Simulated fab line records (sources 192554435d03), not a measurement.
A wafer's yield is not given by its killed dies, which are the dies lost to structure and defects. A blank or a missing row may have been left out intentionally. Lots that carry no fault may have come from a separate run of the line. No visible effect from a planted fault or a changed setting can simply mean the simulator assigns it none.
Which tool is to blame? :: flow n5_finfet :: 12 lots with 36 wafers sampled at 4 steps, on a route of 1938 steps

== WHAT EACH GAUGE READ, for each wafer ==
No reading from a measuring or inspecting step in the record can be judged against a usual standard deviation.

== TOOL THAT RAN EACH LOT (tool first, then ch and the chambers of the sampled wafers, then the start) ==
lot: L418
N5_BEOL_M14_PRECLEAN_39: wet_bench-01 ch 4,5,7, day 14 15:04
N5_MIM_TOP_LITHO_DESCUM_10: rie_diel-03 ch 1,2,3, day 15 02:19
N5_PASSIVATION_PECVD_35: pecvd-02 ch 1,2, day 15 09:35
N5_PASSIVATION_PROBE_49: -

lot: L421
N5_BEOL_M14_PRECLEAN_39: wet_bench-02 ch 0,2,6, day 15 12:02
N5_MIM_TOP_LITHO_DESCUM_10: rie_diel-03 ch 0,2,3, day 16 05:57
N5_PASSIVATION_PECVD_35: pecvd-04 ch 0,1,2, day 16 12:32
N5_PASSIVATION_PROBE_49: -

lot: L422
N5_BEOL_M14_PRECLEAN_39: wet_bench-02 ch 0,4,6, day 15 21:17
N5_MIM_TOP_LITHO_DESCUM_10: rie_diel-01 ch 0,1, day 16 09:35
N5_PASSIVATION_PECVD_35: pecvd-04 ch 0,2, day 16 18:01
N5_PASSIVATION_PROBE_49: -

lot: L423
N5_BEOL_M14_PRECLEAN_39: wet_bench-01 ch 0,3,7, day 15 21:30
N5_MIM_TOP_LITHO_DESCUM_10: rie_diel-03 ch 0,1,3, day 16 11:17
N5_PASSIVATION_PECVD_35: pecvd-02 ch 0,1,2, day 16 17:35
N5_PASSIVATION_PROBE_49: -

lot: L426
N5_BEOL_M14_PRECLEAN_39: wet_bench-01 ch 0,6,7, day 17 06:57
N5_MIM_TOP_LITHO_DESCUM_10: rie_diel-03 ch 0,1, day 17 21:54
N5_PASSIVATION_PECVD_35: pecvd-01 ch 0,2, day 18 03:12
N5_PASSIVATION_PROBE_49: prober-01, day 18 06:50

lot: L430
N5_BEOL_M14_PRECLEAN_39: wet_bench-04 ch 2,6,7, day 17 12:52
N5_MIM_TOP_LITHO_DESCUM_10: rie_diel-01 ch 1,2, day 18 00:32
N5_PASSIVATION_PECVD_35: pecvd-01 ch 0,2, day 18 06:41
N5_PASSIVATION_PROBE_49: -

lot: L428
N5_BEOL_M14_PRECLEAN_39: wet_bench-01 ch 1,4,5, day 17 21:02
N5_MIM_TOP_LITHO_DESCUM_10: rie_diel-04 ch 2,3, day 18 10:13
N5_PASSIVATION_PECVD_35: pecvd-02 ch 0,2, day 18 15:53
N5_PASSIVATION_PROBE_49: prober-02, day 18 19:32

lot: L433
N5_BEOL_M14_PRECLEAN_39: wet_bench-02 ch 1,2,3, day 18 15:27
N5_MIM_TOP_LITHO_DESCUM_10: rie_diel-01 ch 0,1,3, day 19 04:11
N5_PASSIVATION_PECVD_35: pecvd-04 ch 0,1, day 19 09:34
N5_PASSIVATION_PROBE_49: -

lot: L435
N5_BEOL_M14_PRECLEAN_39: wet_bench-02 ch 0,1,6, day 18 22:32
N5_MIM_TOP_LITHO_DESCUM_10: rie_diel-03 ch 0,3, day 19 09:05
N5_PASSIVATION_PECVD_35: pecvd-02 ch 0,1,2, day 19 15:53
N5_PASSIVATION_PROBE_49: -

lot: L434
N5_BEOL_M14_PRECLEAN_39: wet_bench-04 ch 3,5,7, day 19 02:36
N5_MIM_TOP_LITHO_DESCUM_10: rie_diel-04 ch 1,2,3, day 19 13:08
N5_PASSIVATION_PECVD_35: pecvd-02 ch 0,1,2, day 19 18:51
N5_PASSIVATION_PROBE_49: -

lot: L436
N5_BEOL_M14_PRECLEAN_39: wet_bench-02 ch 1,4,5, day 19 04:39
N5_MIM_TOP_LITHO_DESCUM_10: rie_diel-01 ch 1,2,3, day 19 18:01
N5_PASSIVATION_PECVD_35: pecvd-02 ch 0,1, day 20 02:22
N5_PASSIVATION_PROBE_49: -

lot: L437
N5_BEOL_M14_PRECLEAN_39: wet_bench-04 ch 4,5,7, day 19 07:59
N5_MIM_TOP_LITHO_DESCUM_10: rie_diel-01 ch 0,1,3, day 19 18:05
N5_PASSIVATION_PECVD_35: pecvd-01 ch 0,2, day 20 02:39
N5_PASSIVATION_PROBE_49: -
- N5_BEOL_M14_PRECLEAN_39: cleans in residue remover, time 60 s.
- N5_MIM_TOP_LITHO_DESCUM_10: chemistry O2, time 7.9 s.
- N5_PASSIVATION_PECVD_35: deposits SiNx from SiH4/NH3/N2, target thk 700 nm, time 151.3 s.
- N5_PASSIVATION_PROBE_49

== AS READ BY THE TOOLS THEMSELVES (means over the sampled wafers that have a number; for cases with no such wafer, the mark the record gives instead) ==
N5_MIM_TOP_LITHO_DESCUM_10. Usual: drypump_motor_current_A 5.9 A, standard deviation 0.49; oes_product_au 0.82 a.u., standard deviation 0.087; rf_vpp_V 243.2 V, standard deviation 1.5; showerhead_plenum_p_Torr 2.10 Torr, standard deviation 0.086; throttle_valve_pct 20.4 %, standard deviation 0.33.
lot: L418
tool: rie_diel-03
drypump_motor_current_A (A): 5.7
oes_product_au (a.u.): 0.84
rf_vpp_V (V): 243.2
showerhead_plenum_p_Torr (Torr): 2.09
throttle_valve_pct (%): 20.1
flag: 

lot: L421
tool: rie_diel-03
drypump_motor_current_A (A): 5.8
oes_product_au (a.u.): 0.84
rf_vpp_V (V): 243.6
showerhead_plenum_p_Torr (Torr): 2.13
throttle_valve_pct (%): 20.2
flag: 

lot: L422
tool: rie_diel-01
drypump_motor_current_A (A): 6.2
oes_product_au (a.u.): 0.93
rf_vpp_V (V): 243.6
showerhead_plenum_p_Torr (Torr): 2.09
throttle_valve_pct (%): 20.4
flag: 

lot: L423
tool: rie_diel-03
drypump_motor_current_A (A): 5.8
oes_product_au (a.u.): 0.88
rf_vpp_V (V): 243.8
showerhead_plenum_p_Torr (Torr): 2.17
throttle_valve_pct (%): 20.1
flag: 

lot: L426
tool: rie_diel-03
drypump_motor_current_A (A): 5.3
oes_product_au (a.u.): 0.84
rf_vpp_V (V): 244.2
showerhead_plenum_p_Torr (Torr): 2.16
throttle_valve_pct (%): 20.2
flag: 

lot: L430
tool: rie_diel-01
drypump_motor_current_A (A): 6.1
oes_product_au (a.u.): 0.77
rf_vpp_V (V): 242.3
showerhead_plenum_p_Torr (Torr): 2.01
throttle_valve_pct (%): 20.7
flag: 

lot: L428
tool: rie_diel-04
drypump_motor_current_A (A): 5.3
oes_product_au (a.u.): 0.86
rf_vpp_V (V): 245.2
showerhead_plenum_p_Torr (Torr): 2.22
throttle_valve_pct (%): 20.2
flag: 

lot: L433
tool: rie_diel-01
drypump_motor_current_A (A): 6.0
oes_product_au (a.u.): 0.85
rf_vpp_V (V): 243.1
showerhead_plenum_p_Torr (Torr): 2.05
throttle_valve_pct (%): 20.4
flag: 

lot: L435
tool: rie_diel-03
drypump_motor_current_A (A): 5.9
oes_product_au (a.u.): 0.85
rf_vpp_V (V): 244.3
showerhead_plenum_p_Torr (Torr): 2.20
throttle_valve_pct (%): 20.2
flag: 

lot: L434
tool: rie_diel-04
drypump_motor_current_A (A): 5.7
oes_product_au (a.u.): 0.83
rf_vpp_V (V): 244.3
showerhead_plenum_p_Torr (Torr): 2.19
throttle_valve_pct (%): 20.3
flag: 

lot: L436
tool: rie_diel-01
drypump_motor_current_A (A): 6.0
oes_product_au (a.u.): 0.76
rf_vpp_V (V): 241.3
showerhead_plenum_p_Torr (Torr): 2.01
throttle_valve_pct (%): 20.6
flag: 

lot: L437
tool: rie_diel-01
drypump_motor_current_A (A): 6.0
oes_product_au (a.u.): 0.84
rf_vpp_V (V): 241.7
showerhead_plenum_p_Torr (Torr): 2.05
throttle_valve_pct (%): 20.4
flag: 

N5_PASSIVATION_PECVD_35. Usual: heater_power_w 399 W, standard deviation 100; showerhead_plenum_p_Torr 8.70 Torr, standard deviation 0.09; susceptor_temp_C 400.01 C, standard deviation 0.23; throttle_valve_pct 28.8 %, standard deviation 1.5.
lot: L418
tool: pecvd-02
heater_power_w (W): 410
showerhead_plenum_p_Torr (Torr): 8.69
susceptor_temp_C (C): 400.08
throttle_valve_pct (%): 29.2
flag: 

lot: L421
tool: pecvd-04
heater_power_w (W): 435
showerhead_plenum_p_Torr (Torr): 8.69
susceptor_temp_C (C): 399.93
throttle_valve_pct (%): 28.8
flag: 

lot: L422
tool: pecvd-04
heater_power_w (W): 424
showerhead_plenum_p_Torr (Torr): 8.75
susceptor_temp_C (C): 400.05
throttle_valve_pct (%): 29.8
flag: 

lot: L423
tool: pecvd-02
heater_power_w (W): 395
showerhead_plenum_p_Torr (Torr): 8.68
susceptor_temp_C (C): 399.92
throttle_valve_pct (%): 29.2
flag: 

lot: L426
tool: pecvd-01
heater_power_w (W): 341
showerhead_plenum_p_Torr (Torr): 8.73
susceptor_temp_C (C): 400.00
throttle_valve_pct (%): 27.4
flag: 

lot: L430
tool: pecvd-01
heater_power_w (W): 383
showerhead_plenum_p_Torr (Torr): 8.72
susceptor_temp_C (C): 399.87
throttle_valve_pct (%): 27.8
flag: 

lot: L428
tool: pecvd-02
heater_power_w (W): 317
showerhead_plenum_p_Torr (Torr): 8.75
susceptor_temp_C (C): 400.01
throttle_valve_pct (%): 30.3
flag: 

lot: L433
tool: pecvd-04
heater_power_w (W): 366
showerhead_plenum_p_Torr (Torr): 8.62
susceptor_temp_C (C): 400.04
throttle_valve_pct (%): 28.7
flag: 

lot: L435
tool: pecvd-02
heater_power_w (W): 402
showerhead_plenum_p_Torr (Torr): 8.67
susceptor_temp_C (C): 400.04
throttle_valve_pct (%): 28.8
flag: 

lot: L434
tool: pecvd-02
heater_power_w (W): 411
showerhead_plenum_p_Torr (Torr): 8.68
susceptor_temp_C (C): 400.29
throttle_valve_pct (%): 28.9
flag: 

lot: L436
tool: pecvd-02
heater_power_w (W): 280
showerhead_plenum_p_Torr (Torr): 8.68
susceptor_temp_C (C): 400.00
throttle_valve_pct (%): 28.7
flag: 

lot: L437
tool: pecvd-01
heater_power_w (W): 437
showerhead_plenum_p_Torr (Torr): 8.74
susceptor_temp_C (C): 400.12
throttle_valve_pct (%): 27.5
flag: 

N5_PASSIVATION_PROBE_49. Usual: defect_limited_yield 91.5 %, standard deviation 1.4; killed_at_M0_to_M3 34, standard deviation 11; killed_at_M4_up 15, standard deviation 6; killed_at_contacts 11, standard deviation 5.9; killed_at_front_end 37, standard deviation 11; killed_at_other 3.6, standard deviation 2.9; killed_dies 101, standard deviation 17; killed_open 66, standard deviation 12; killed_short 33, standard deviation 7.8; sort_bin_5_function 5.0 %, standard deviation 0.97; sort_bin_6_memory 3.2 %, standard deviation 0.65; sort_bin_8_speed 0.02 %, standard deviation 0.2; sort_n_pass 1079, standard deviation 17; sort_yield_pct 91.4 %, standard deviation 1.4.
lot: L426
tool: prober-01
defect_limited_yield (%): 83.8
killed_at_M0_to_M3: 27
killed_at_M4_up: 120
killed_at_contacts: 11
killed_at_front_end: 29
killed_at_other: 4.7
killed_dies: 191
killed_open: 62
killed_short: 24
sort_bin_5_function (%): 10.0
sort_bin_6_memory (%): 3.9
sort_bin_8_speed (%): 0.00
sort_n_pass: 989
sort_yield_pct (%): 83.8
flag: OFF

lot: L428
tool: prober-02
defect_limited_yield (%): 82.3
killed_at_M0_to_M3: 21
killed_at_M4_up: 130
killed_at_contacts: 10
killed_at_front_end: 39
killed_at_other: 9.0
killed_dies: 209
killed_open: 58
killed_short: 28
sort_bin_5_function (%): 11.3
sort_bin_6_memory (%): 4.2
sort_bin_8_speed (%): 0.00
sort_n_pass: 971
sort_yield_pct (%): 82.3
flag: OFF

== THE ANSWER, worked out from the rows above alone ==
Rule: a lot is off if the mean of its wafers that have a number lies more than 3 standard deviations from the usual mean. A lot without any number at a reading at which 4 lots or more have one is off too. The other lots that the step has rows for count as sound. The gauges are gone through in route order, then the tools' own readings, and for those a lot's mean is taken as printed above. At the first step where some lot is off, the reading lying furthest off is the one used; lots without a number count as furthest.
Off at N5_PASSIVATION_PROBE_49 (killed_at_M4_up): L426, L428. Neither off nor sound, because the step has no rows for them: L418, L421, L422, L423, L430, L433, L435, L434, L436, L437.
A tool fits if, at that step or a process step before it, it ran every lot that is off, and no sound lot after the first of them. One fits: wet_bench-01 at N5_BEOL_M14_PRECLEAN_39. It ran no sound lot before its first lot that is off in this sample, so the start can't be narrowed down.

== WHAT THE SIMULATOR HAD INSERTED ==
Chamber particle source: wet_bench-01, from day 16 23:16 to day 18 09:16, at N5_BEOL_M14_PRECLEAN_39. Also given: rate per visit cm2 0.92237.
Lots struck among those shown: L426, L428. The rule above reached the same finding.
